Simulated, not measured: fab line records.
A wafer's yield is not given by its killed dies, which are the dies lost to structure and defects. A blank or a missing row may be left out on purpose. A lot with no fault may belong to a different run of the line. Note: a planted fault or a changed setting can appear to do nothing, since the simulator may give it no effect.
Matching of chambers / flow n5 finfet / 4 sister chambers for N5_BEOL_M2_ETCH_77 on rie diel-03
The step etches underlayer in N2/H2, target depth 6.5 nm, time 5.2 s. 22 wafers are shown with their chamber, then 11 later ones without.

== EACH WAFER AND ITS CHAMBER ==
wafer=L076.3; chamber=2; drypump motor current A (A)=6.7; throttle valve pct (%)=17.89; showerhead plenum p Torr (Torr)=2.58
wafer=L076.4; chamber=3; drypump motor current A (A)=5.6; throttle valve pct (%)=18.40; showerhead plenum p Torr (Torr)=2.62
wafer=L076.6; chamber=1; drypump motor current A (A)=6.5; throttle valve pct (%)=17.59; showerhead plenum p Torr (Torr)=2.59
wafer=L082.1; chamber=1; drypump motor current A (A)=6.5; throttle valve pct (%)=17.63; showerhead plenum p Torr (Torr)=2.59
wafer=L082.3; chamber=3; drypump motor current A (A)=5.6; throttle valve pct (%)=18.42; showerhead plenum p Torr (Torr)=2.61
wafer=L082.4; chamber=2; drypump motor current A (A)=6.7; throttle valve pct (%)=17.87; showerhead plenum p Torr (Torr)=2.58
wafer=L083.2; chamber=2; drypump motor current A (A)=6.7; throttle valve pct (%)=17.90; showerhead plenum p Torr (Torr)=2.58
wafer=L083.3; chamber=1; drypump motor current A (A)=6.5; throttle valve pct (%)=17.61; showerhead plenum p Torr (Torr)=2.59
wafer=L083.6; chamber=1; drypump motor current A (A)=6.5; throttle valve pct (%)=17.63; showerhead plenum p Torr (Torr)=2.58
wafer=L087.1; chamber=1; drypump motor current A (A)=6.5; throttle valve pct (%)=17.64; showerhead plenum p Torr (Torr)=2.58
wafer=L087.2; chamber=2; drypump motor current A (A)=6.7; throttle valve pct (%)=17.92; showerhead plenum p Torr (Torr)=2.57
wafer=L087.5; chamber=0; drypump motor current A (A)=6.0; throttle valve pct (%)=18.02; showerhead plenum p Torr (Torr)=2.47
wafer=L086.2; chamber=2; drypump motor current A (A)=6.7; throttle valve pct (%)=17.93; showerhead plenum p Torr (Torr)=2.57
wafer=L086.4; chamber=2; drypump motor current A (A)=6.8; throttle valve pct (%)=17.91; showerhead plenum p Torr (Torr)=2.57
wafer=L086.5; chamber=1; drypump motor current A (A)=6.5; throttle valve pct (%)=17.63; showerhead plenum p Torr (Torr)=2.58
wafer=L089.2; chamber=1; drypump motor current A (A)=6.5; throttle valve pct (%)=17.63; showerhead plenum p Torr (Torr)=2.58
wafer=L089.3; chamber=0; drypump motor current A (A)=6.0; throttle valve pct (%)=18.06; showerhead plenum p Torr (Torr)=2.47
wafer=L089.5; chamber=2; drypump motor current A (A)=6.7; throttle valve pct (%)=17.95; showerhead plenum p Torr (Torr)=2.57
wafer=L090.2; chamber=1; drypump motor current A (A)=6.5; throttle valve pct (%)=17.62; showerhead plenum p Torr (Torr)=2.58
wafer=L090.4; chamber=1; drypump motor current A (A)=6.5; throttle valve pct (%)=17.65; showerhead plenum p Torr (Torr)=2.58
wafer=L090.6; chamber=0; drypump motor current A (A)=6.0; throttle valve pct (%)=18.06; showerhead plenum p Torr (Torr)=2.47
wafer=L088.2; chamber=1; drypump motor current A (A)=6.4; throttle valve pct (%)=17.66; showerhead plenum p Torr (Torr)=2.58

SIGNATURES (averages over the wafers above)
reading=drypump motor current A; chamber 0=6.000; chamber 1=6.490; chamber 2=6.714; chamber 3=5.600; scatter within a chamber=0.0312
reading=throttle valve pct; chamber 0=18.0467; chamber 1=17.6290; chamber 2=17.9100; chamber 3=18.4100; scatter within a chamber=0.0223
reading=showerhead plenum p Torr; chamber 0=2.4700; chamber 1=2.5830; chamber 2=2.5743; chamber 3=2.6150; scatter within a chamber=0.0049
Rule: for a wafer and a chamber, the distance is found by dividing, reading by reading, the gap between the wafer's reading and the chamber's mean by the reading's scatter, squaring, summing and taking the root. If the next closest chamber is less than 2 further off than the closest, the wafer can't be placed; otherwise it belongs to the closest. The scatter: the root of (the sum of the squares of (reading less its chamber's mean) over the shown wafers, divided by (wafers less chambers)).

== WAFERS WHOSE CHAMBER IS MISSING ==
wafer=L088.3; drypump motor current A (A)=6.7; throttle valve pct (%)=17.93; showerhead plenum p Torr (Torr)=2.57
wafer=L088.6; drypump motor current A (A)=6.4; throttle valve pct (%)=17.63; showerhead plenum p Torr (Torr)=2.58
wafer=L091.2; drypump motor current A (A)=6.0; throttle valve pct (%)=18.05; showerhead plenum p Torr (Torr)=2.47
wafer=L091.5; drypump motor current A (A)=6.7; throttle valve pct (%)=17.91; showerhead plenum p Torr (Torr)=2.57
wafer=L091.6; drypump motor current A (A)=6.5; throttle valve pct (%)=17.62; showerhead plenum p Torr (Torr)=2.58
wafer=L093.2; drypump motor current A (A)=5.6; throttle valve pct (%)=17.95; showerhead plenum p Torr (Torr)=2.61
wafer=L093.4; drypump motor current A (A)=6.7; throttle valve pct (%)=17.90; showerhead plenum p Torr (Torr)=2.57
wafer=L093.6; drypump motor current A (A)=6.7; throttle valve pct (%)=17.91; showerhead plenum p Torr (Torr)=2.57
wafer=L094.1; drypump motor current A (A)=6.7; throttle valve pct (%)=17.92; showerhead plenum p Torr (Torr)=2.57
wafer=L094.3; drypump motor current A (A)=6.0; throttle valve pct (%)=18.06; showerhead plenum p Torr (Torr)=2.47
wafer=L094.4; drypump motor current A (A)=5.6; throttle valve pct (%)=18.00; showerhead plenum p Torr (Torr)=2.61

== EACH ONE'S CHAMBER ==
wafer=L088.3; from the rows above=2; in truth=2
wafer=L088.6; from the rows above=1; in truth=1
wafer=L091.2; from the rows above=0; in truth=0
wafer=L091.5; from the rows above=2; in truth=2
wafer=L091.6; from the rows above=1; in truth=1
wafer=L093.2; from the rows above=3; in truth=3
wafer=L093.4; from the rows above=2; in truth=2
wafer=L093.6; from the rows above=2; in truth=2
wafer=L094.1; from the rows above=2; in truth=2
wafer=L094.3; from the rows above=0; in truth=0
wafer=L094.4; from the rows above=3; in truth=3
Correctly placed: 11 of 11. Can't be placed from these rows: 0. 0 placed wrongly.
